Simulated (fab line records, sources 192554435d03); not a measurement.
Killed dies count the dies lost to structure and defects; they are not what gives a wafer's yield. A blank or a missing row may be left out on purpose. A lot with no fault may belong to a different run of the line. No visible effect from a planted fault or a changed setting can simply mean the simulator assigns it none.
A struck lot beside a sound one / flow n5_finfet / 14 out of 1938 route steps
Sound: wafers L833.2, L833.3, L833.6. Struck: wafer L839.6 (left out: L839.1, a lot-mate that was not struck); the cause follows at the end.
Per side, at each step with rows, come the tool, then ch with its chambers, and then its first start. Under that, the readings that differ: sound wafers / struck wafers / difference of the means / sigmas: that difference in standard deviations of wafers without a fault.
alike: same words and numbers on both sides, and readings whose means sit less than 2 such deviations apart. not compared: any withheld reading, any reading some wafer has no value for, any bound like >300 that may hide the same value, and any number with overlapping values for which the record gives no deviation.
The two part at a step that has a row with sigmas, a row that says differs or no value, or rows on one side only. Non-overlapping numbers with no deviation appear without sigmas and do not part them. A reading missing from all wafers of one side parts the sides only when that side holds two or more wafers.

first, 5 steps without rows for these wafers: N5_PASSIVATION_SOFTBAKE_05 (time 90 s); N5_PASSIVATION_EXPOSE_07 (exposes mask TV, defocus 0 nm, target cd 3000 nm); N5_PASSIVATION_PEB_08; N5_PASSIVATION_DEVELOP_09 (develop time 60 s); N5_PASSIVATION_HARDBAKE_11 (time 120 s).
N5_PASSIVATION_CD_MEAS_10: target cd 3000 nm.
  sound on cd_sem-01 ch 0, day 12 01:36; struck on cd_sem-03 ch 0, day 13 14:52
  alike: cd_nm
N5_PASSIVATION_OVL_MEAS_60:
  sound on overlay-01 ch 0, day 12 01:38; struck on overlay-02 ch 0, day 13 14:53
  alike: TV_OVL
N5_PASSIVATION_INSPECT_61: inspects for defects (macro).
  sound: defect_inspect-02 at day 12 01:39; struck: defect_inspect-01 at day 13 14:55
  alike: raw_defect_count
N5_PASSIVATION_DESCUM_12: chemistry O2, time 7.9 s.
  sound on rie_diel-01 ch 1,2,3, day 12 01:41; struck on rie_diel-01 ch 2, day 13 15:14
  alike: drypump_motor_current_A, oes_product_au, rf_fwd_power_W, rf_vpp_V, showerhead_plenum_p_Torr, throttle_valve_pct
  not compared: rf_hours_counter_h
N5_PASSIVATION_PASS_ETCH_74: etches SiNx in CF4/O2, target depth 220 nm, time 110 s.
  sound on rie_diel-01 ch 1,2,3, day 12 01:45; struck on rie_diel-01 ch 2, day 13 15:18
  alike: cf4_flow_sccm, drypump_motor_current_A, oes_product_au, rf_fwd_power_W, rf_vpp_V, showerhead_plenum_p_Torr, throttle_valve_pct
  not compared: rf_hours_counter_h
N5_PASSIVATION_VIA_ETCH_13: etches SiO2 in CHF3/O2, target depth 660 nm, time 330 s.
  sound on rie_diel-01 ch 1,2,3, day 12 01:50; struck on rie_diel-01 ch 2, day 13 15:23
  alike: drypump_motor_current_A, etch_rf_on_time_s, oes_product_au, rf_fwd_power_W, rf_vpp_V, showerhead_plenum_p_Torr, throttle_valve_pct
  not compared: rf_hours_counter_h
N5_PASSIVATION_STRIP_14: strips in O2.
  sound on rie_diel-01 ch 1,2,3, day 12 02:02; struck on rie_diel-01 ch 2, day 13 15:35
  alike: drypump_motor_current_A, oes_product_au, rf_vpp_V, showerhead_plenum_p_Torr, throttle_valve_pct
  not compared: rf_hours_counter_h
N5_PASSIVATION_ETCH_15: etches SiCN in CF4/N2, target depth 75 nm, time 81.2 s.
  sound on rie_diel-01 ch 1,2,3, day 12 02:05; struck on rie_diel-01 ch 2, day 13 15:38
reading=model.etch.depth_nm (nm); sound=66.84 63.7 64.67; struck=101.3; difference=+36.2; sigmas=
  alike: cf4_flow_sccm, drypump_motor_current_A, oes_product_au, rf_fwd_power_W, rf_vpp_V, showerhead_plenum_p_Torr, throttle_valve_pct
  not compared: rf_hours_counter_h
then, 1 step without rows for these wafers: N5_PASSIVATION_STRIP_73 (strips in post etch residue remover, time 60 s).

== WHERE THEY PART ==
Nowhere in this record.

WHY: whatever the simulator had introduced
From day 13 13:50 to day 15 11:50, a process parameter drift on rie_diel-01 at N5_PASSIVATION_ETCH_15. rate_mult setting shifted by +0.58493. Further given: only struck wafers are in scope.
